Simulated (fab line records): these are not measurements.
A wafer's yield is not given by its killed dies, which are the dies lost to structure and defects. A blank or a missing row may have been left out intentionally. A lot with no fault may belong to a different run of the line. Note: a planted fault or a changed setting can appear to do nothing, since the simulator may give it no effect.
The tool behind it: which one?    flow nand-harc    39 wafers from 13 lots sampled at 4 of the route's 1302 steps

## WHAT THE GAUGES READ, wafer by wafer
The record holds no reading of a measuring or inspecting step that can be judged against a usual standard deviation.

## TOOL THAT RAN EACH LOT (tool first, then ch and the chambers of the sampled wafers, then the start)
lot   NHARC_A_STAIRCASE_DESCUM_219        NHARC_A_STAIRCASE_TRIM_222                     NHARC_A_STAIRCASE_ETCH_225                     NHARC_A_STAIRCASE_TRIM_226
L187  rie-diel-09 ch 1,2, day 15 22:24    rie-diel-09 ch 0,1,2, day 15 23:22 or earlier  rie-diel-09 ch 0,1,2, day 15 23:22 or earlier  rie-diel-09 ch 0,1,2, day 15 23:22
L188  rie-diel-06 ch 0,2, day 16 09:04    rie-diel-06 ch 0,1,3, day 16 09:50 or earlier  rie-diel-06 ch 1,2,3, day 16 09:50 or earlier  rie-diel-06 ch 1,3, day 16 09:50
L189  rie-diel-13 ch 0,2,3, day 17 03:22  rie-diel-13 ch 1,3, day 17 04:13 or earlier    rie-diel-13 ch 1,2,3, day 17 04:13 or earlier  rie-diel-13 ch 1,3, day 17 04:13
L191  rie-diel-06 ch 1,2, day 17 11:23    rie-diel-06 ch 0,1,2, day 17 12:11 or earlier  rie-diel-06 ch 0,2,3, day 17 12:11 or earlier  rie-diel-06 ch 1,3, day 17 12:11
L190  rie-diel-06 ch 1,2,3, day 17 13:47  rie-diel-06 ch 1,2, day 17 14:53 or earlier    rie-diel-06 ch 0,1, day 17 14:53 or earlier    rie-diel-06 ch 0,2,3, day 17 14:53
L192  rie-diel-09 ch 0,3, day 17 23:41    rie-diel-09 ch 0,3, day 18 00:35 or earlier    rie-diel-09 ch 0,3, day 18 00:35 or earlier    rie-diel-09 ch 0,1, day 18 00:35
L195  rie-diel-06 ch 0,1,2, day 19 08:16  rie-diel-06 ch 0,1,3, day 19 09:02 or earlier  rie-diel-06 ch 0,1, day 19 09:02 or earlier    rie-diel-06 ch 0,1,2, day 19 09:02
L196  rie-diel-06 ch 2,3, day 20 07:14    rie-diel-06 ch 1,2, day 20 08:31 or earlier    rie-diel-06 ch 1,2, day 20 08:31 or earlier    rie-diel-06 ch 0,1, day 20 08:31
L197  rie-diel-09 ch 1,2, day 20 10:28    rie-diel-09 ch 1,2,3, day 20 11:23 or earlier  rie-diel-09 ch 1,2, day 20 11:23 or earlier    rie-diel-09 ch 2,3, day 20 11:23
L198  rie-diel-09 ch 2,3, day 21 02:42    rie-diel-09 ch 0,1, day 21 03:31 or earlier    rie-diel-09 ch 0,3, day 21 03:31 or earlier    rie-diel-09 ch 1,2,3, day 21 03:31
L201  rie-diel-09 ch 0,1,2, day 22 07:43  rie-diel-09 ch 1,2,3, day 22 08:28 or earlier  rie-diel-09 ch 1,2,3, day 22 08:28 or earlier  rie-diel-09 ch 1,2, day 22 08:28
L206  rie-diel-13 ch 0,1,2, day 23 13:07  rie-diel-13 ch 1,3, day 23 14:02 or earlier    rie-diel-13 ch 1,2,3, day 23 14:02 or earlier  rie-diel-13 ch 1,2,3, day 23 14:02
L207  rie-diel-13 ch 0,1,3, day 24 18:19  rie-diel-13 ch 2,3, day 24 19:07 or earlier    rie-diel-13 ch 0,3, day 24 19:07 or earlier    rie-diel-13 ch 1,2,3, day 24 19:07
- NHARC_A_STAIRCASE_DESCUM_219: chemistry O2, time 3 s.
- NHARC_A_STAIRCASE_TRIM_222: chemistry O2, time 211.2 s.
- NHARC_A_STAIRCASE_ETCH_225: etches the open film in C4F8/O2, target depth 100 nm, time 40.5 s.
- NHARC_A_STAIRCASE_TRIM_226: chemistry O2, time 211.2 s.

## AS READ BY THE TOOLS THEMSELVES (means over the sampled wafers that have a number; for cases with no such wafer, the mark the record gives instead)
NHARC_A_STAIRCASE_DESCUM_219. Usual: value, then standard deviation, for each; chamber-pressure-mTorr 60.01 mTorr / 0.052; drypump-motor-current-A 5.8 A / 0.49; o2-flow-sccm 200.0 sccm / 0.69; oes-product-au 1.003 a.u. / 0.009; rf-vpp-V 58.0 V / 0.97; showerhead-plenum-p-Torr 1.94 Torr / 0.08; throttle-valve-pct 11.310 % / 0.01.
lot   tool         chamber-pressure-mTorr (mTorr)  drypump-motor-current-A (A)  o2-flow-sccm (sccm)  oes-product-au (a.u.)  rf-vpp-V (V)  showerhead-plenum-p-Torr (Torr)  throttle-valve-pct (%)  flag
L187  rie-diel-09  60.01                           6.1                          199.8                1.007                  58.2          1.96                             11.315                  
L188  rie-diel-06  60.05                           5.6                          200.2                0.990                  58.1          1.96                             11.321                  
L189  rie-diel-13  60.04                           5.5                          200.1                1.007                  57.9          1.95                             11.311                  
L191  rie-diel-06  59.97                           5.5                          200.1                0.999                  58.7          2.02                             11.314                  
L190  rie-diel-06  59.98                           5.8                          200.1                1.004                  58.3          1.96                             11.315                  
L192  rie-diel-09  60.00                           5.6                          199.9                1.000                  58.0          1.82                             11.312                  
L195  rie-diel-06  60.02                           5.6                          200.1                1.001                  58.6          1.97                             11.306                  
L196  rie-diel-06  60.01                           5.6                          199.7                0.999                  58.8          1.99                             11.310                  
L197  rie-diel-09  60.04                           6.1                          200.9                1.007                  58.2          1.95                             11.300                  
L198  rie-diel-09  60.05                           6.1                          200.5                1.004                  57.5          1.85                             11.314                  
L201  rie-diel-09  59.98                           5.6                          200.0                1.008                  58.0          1.95                             11.320                  
L206  rie-diel-13  59.99                           5.1                          200.5                0.995                  58.2          1.97                             11.304                  
L207  rie-diel-13  59.96                           5.6                          200.1                0.996                  57.8          1.92                             11.306                  

NHARC_A_STAIRCASE_TRIM_222. Usual: chamber-pressure-mTorr 60.00 mTorr, standard deviation 0.06; drypump-motor-current-A 5.8 A, standard deviation 0.48; o2-flow-sccm 500.0 sccm, standard deviation 1.5; oes-product-au 1.001 a.u., standard deviation 0.01; rf-vpp-V 57.8 V, standard deviation 0.88; run-length-s 232.5 s, standard deviation 0.5; showerhead-plenum-p-Torr 3.57 Torr, standard deviation 0.14; throttle-valve-pct 17.038 %, standard deviation 0.0099.
lot   tool         chamber-pressure-mTorr (mTorr)  drypump-motor-current-A (A)  o2-flow-sccm (sccm)  oes-product-au (a.u.)  rf-vpp-V (V)  run-length-s (s)  showerhead-plenum-p-Torr (Torr)  throttle-valve-pct (%)  flag
L187  rie-diel-09  60.03                           5.6                          497.7                1.008                  57.6          232.9             3.61                             17.040                  
L188  rie-diel-06  60.01                           6.1                          501.3                0.996                  58.4          232.3             3.54                             17.035                  
L189  rie-diel-13  60.04                           5.7                          500.4                0.995                  57.9          232.3             3.51                             17.038                  
L191  rie-diel-06  59.93                           5.6                          498.9                1.000                  58.5          232.3             3.64                             17.036                  
L190  rie-diel-06  60.01                           5.7                          501.3                0.997                  57.9          232.4             3.66                             17.043                  
L192  rie-diel-09  59.97                           5.3                          501.5                1.006                  58.5          232.9             3.44                             17.038                  
L195  rie-diel-06  59.97                           6.1                          501.1                1.000                  58.0          232.1             3.53                             17.035                  
L196  rie-diel-06  59.90                           5.5                          500.7                0.985                  57.9          232.9             3.70                             17.042                  
L197  rie-diel-09  60.02                           6.0                          501.2                1.004                  57.0          232.5             3.51                             17.039                  
L198  rie-diel-09  59.99                           5.2                          500.3                1.012                  57.4          233.1             3.60                             17.039                  
L201  rie-diel-09  60.00                           6.0                          499.5                1.023                  57.8          232.6             3.69                             17.032                  
L206  rie-diel-13  59.94                           5.7                          498.6                0.980                  57.8          232.4             3.48                             17.046                  
L207  rie-diel-13  59.98                           6.0                          499.7                0.985                  57.8          231.9             3.42                             17.038                  

NHARC_A_STAIRCASE_ETCH_225. Usual: chamber-pressure-mTorr 24.996 mTorr, standard deviation 0.024; oes-product-au 0.943 a.u., standard deviation 0.011; rf-vpp-V 897 V, standard deviation 4.9.
lot   tool         chamber-pressure-mTorr (mTorr)  oes-product-au (a.u.)  rf-vpp-V (V)  flag
L187  rie-diel-09  25.011                          0.937                  899           
L188  rie-diel-06  24.993                          0.945                  899           
L189  rie-diel-13  25.010                          0.945                  896           
L191  rie-diel-06  24.985                          0.947                  898           
L190  rie-diel-06  24.992                          0.950                  897           
L192  rie-diel-09  25.001                          0.950                  890           
L195  rie-diel-06  25.006                          0.942                  897           
L196  rie-diel-06  25.002                          0.927                  900           
L197  rie-diel-09  24.999                          0.954                  898           
L198  rie-diel-09  24.981                          0.955                  892           
L201  rie-diel-09  25.006                          0.957                  902           
L206  rie-diel-13  24.970                          0.932                  895           
L207  rie-diel-13  24.994                          0.937                  894           

NHARC_A_STAIRCASE_TRIM_226. Usual: chamber-pressure-mTorr 60.00 mTorr, standard deviation 0.052; drypump-motor-current-A 5.8 A, standard deviation 0.48; o2-flow-sccm 500.0 sccm, standard deviation 1.4; oes-product-au 1.001 a.u., standard deviation 0.0093; rf-vpp-V 57.9 V, standard deviation 0.95; run-length-s 232.5 s, standard deviation 0.52; showerhead-plenum-p-Torr 3.57 Torr, standard deviation 0.13; throttle-valve-pct 17.036 %, standard deviation 0.009.
lot   tool         chamber-pressure-mTorr (mTorr)  drypump-motor-current-A (A)  o2-flow-sccm (sccm)  oes-product-au (a.u.)  rf-vpp-V (V)  run-length-s (s)  showerhead-plenum-p-Torr (Torr)  throttle-valve-pct (%)  flag
L187  rie-diel-09  60.02                           5.6                          501.5                1.010                  57.1          233.2             3.61                             17.032                  
L188  rie-diel-06  60.00                           6.1                          499.0                0.993                  57.5          232.4             3.56                             17.037                  
L189  rie-diel-13  60.02                           6.1                          498.9                1.002                  57.5          231.8             3.43                             17.035                  
L191  rie-diel-06  60.05                           6.1                          501.0                0.998                  58.4          232.2             3.55                             17.038                  
L190  rie-diel-06  59.97                           5.8                          500.7                0.998                  57.8          232.7             3.59                             17.040                  
L192  rie-diel-09  60.01                           5.5                          499.1                1.011                  58.0          233.0             3.70                             17.040                  
L195  rie-diel-06  60.06                           5.6                          499.6                0.993                  57.9          301.1             3.63                             17.037                  OFF
L196  rie-diel-06  60.00                           5.9                          500.0                1.000                  58.0          300.8             3.56                             17.036                  OFF
L197  rie-diel-09  60.02                           6.1                          500.0                1.004                  56.7          232.2             3.42                             17.036                  
L198  rie-diel-09  60.02                           6.0                          499.3                1.008                  58.0          232.8             3.51                             17.032                  
L201  rie-diel-09  60.00                           6.1                          499.6                1.012                  57.5          232.8             3.58                             17.027                  
L206  rie-diel-13  59.94                           5.6                          500.3                0.990                  57.6          232.2             3.50                             17.029                  
L207  rie-diel-13  60.00                           5.6                          498.6                0.988                  57.4          232.3             3.50                             17.037                  

## THE ANSWER, worked out from the rows above alone
Rule: a lot counts as off when the mean over its wafers that have a number is more than 3 standard deviations away from the usual mean. A lot without any number at a reading at which 4 lots or more have one is off too. The other lots that the step has rows for count as sound. The gauges are gone through in route order, then the tools' own readings, and for those a lot's mean is taken as printed above. At the first step where some lot is off, the reading lying furthest off is the one used; lots without a number count as furthest.
Off at NHARC_A_STAIRCASE_TRIM_226 (run-length-s): L195, L196.
A tool fits if, at that step or a process step before it, it ran every lot that is off, and no sound lot after the first of them. Because NHARC_A_STAIRCASE_TRIM_222 lacks a start for some lots, the hours and order of its lots are taken from NHARC_A_STAIRCASE_TRIM_226. Because NHARC_A_STAIRCASE_ETCH_225 lacks a start for some lots, the hours and order of its lots are taken from NHARC_A_STAIRCASE_TRIM_226. One fits: rie-diel-06 at NHARC_A_STAIRCASE_DESCUM_219 and NHARC_A_STAIRCASE_TRIM_222 and NHARC_A_STAIRCASE_ETCH_225 and NHARC_A_STAIRCASE_TRIM_226. At NHARC_A_STAIRCASE_DESCUM_219 its last sound lot is L190 (day 17 13:47), its first lot that is off L195 (day 19 08:16): a fault that began between those two fits.

## WHAT THE SIMULATOR HAD INSERTED
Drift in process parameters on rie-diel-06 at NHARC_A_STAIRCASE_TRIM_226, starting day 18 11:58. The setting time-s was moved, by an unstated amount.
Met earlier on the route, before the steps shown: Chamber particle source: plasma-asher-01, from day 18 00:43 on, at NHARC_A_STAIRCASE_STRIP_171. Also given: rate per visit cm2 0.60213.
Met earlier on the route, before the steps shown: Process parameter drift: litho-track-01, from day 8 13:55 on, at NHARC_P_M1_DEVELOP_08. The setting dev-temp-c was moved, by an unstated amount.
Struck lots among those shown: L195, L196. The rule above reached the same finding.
